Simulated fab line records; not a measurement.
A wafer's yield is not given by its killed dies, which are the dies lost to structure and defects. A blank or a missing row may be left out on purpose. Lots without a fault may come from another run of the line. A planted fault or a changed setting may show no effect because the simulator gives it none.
Chamber matching :: flow n5 finfet :: 4 sister chambers for N5_DUMMY_GATE_TRIM_49 on rie si-02
The step chemistry O2, time 29 s, target cd 14 nm. 4 wafers are shown with their chamber, then 10 later ones without.

## WAFERS, EACH WITH ITS CHAMBER
wafer: L083.6
chamber: 2
throttle valve pct (%): 8.05

wafer: L087.3
chamber: 0
throttle valve pct (%): 8.07

wafer: L089.1
chamber: 1
throttle valve pct (%): 8.44

wafer: L089.5
chamber: 3
throttle valve pct (%): 8.40

## WAFERS WITH NO CHAMBER GIVEN
wafer: L089.6
throttle valve pct (%): 8.05

wafer: L090.1
throttle valve pct (%): 8.42

wafer: L090.3
throttle valve pct (%): 8.03

wafer: L090.5
throttle valve pct (%): 8.05

wafer: L095.2
throttle valve pct (%): 8.41

wafer: L095.4
throttle valve pct (%): 8.40

wafer: L095.6
throttle valve pct (%): 8.41

wafer: L096.1
throttle valve pct (%): 8.06

wafer: L096.5
throttle valve pct (%): 8.06

wafer: L096.6
throttle valve pct (%): 8.40

## WHICH CHAMBER EACH ONE RAN IN
wafer: L089.6
from the rows above: can't be placed: 2 or 0
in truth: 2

wafer: L090.1
from the rows above: can't be placed: 1 or 3
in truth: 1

wafer: L090.3
from the rows above: can't be placed: 2 or 0
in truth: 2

wafer: L090.5
from the rows above: can't be placed: 2 or 0
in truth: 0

wafer: L095.2
from the rows above: can't be placed: 3 or 1
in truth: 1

wafer: L095.4
from the rows above: 3
in truth: 3

wafer: L095.6
from the rows above: can't be placed: 3 or 1
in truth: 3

wafer: L096.1
from the rows above: can't be placed: 0 or 2
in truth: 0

wafer: L096.5
from the rows above: can't be placed: 0 or 2
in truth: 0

wafer: L096.6
from the rows above: 3
in truth: 3
Placed correctly: 2 of 10. These rows do not allow placing 8 (true chamber among the candidates in 8). Wrongly placed: 0.
How it was worked out, from the rows above alone: a wafer's distance from a chamber is the root of the sum, over the readings, of the square of ((its reading less the chamber's mean) divided by the reading's scatter). The wafer belongs to the nearest chamber; if the next one is less than 2 further off, it can't be placed. Each chamber's mean is taken over the wafers shown for it. The scatter (one wafer shown for each chamber): square how far every hidden wafer sits from the nearest shown wafer, average those squares and take the square root.
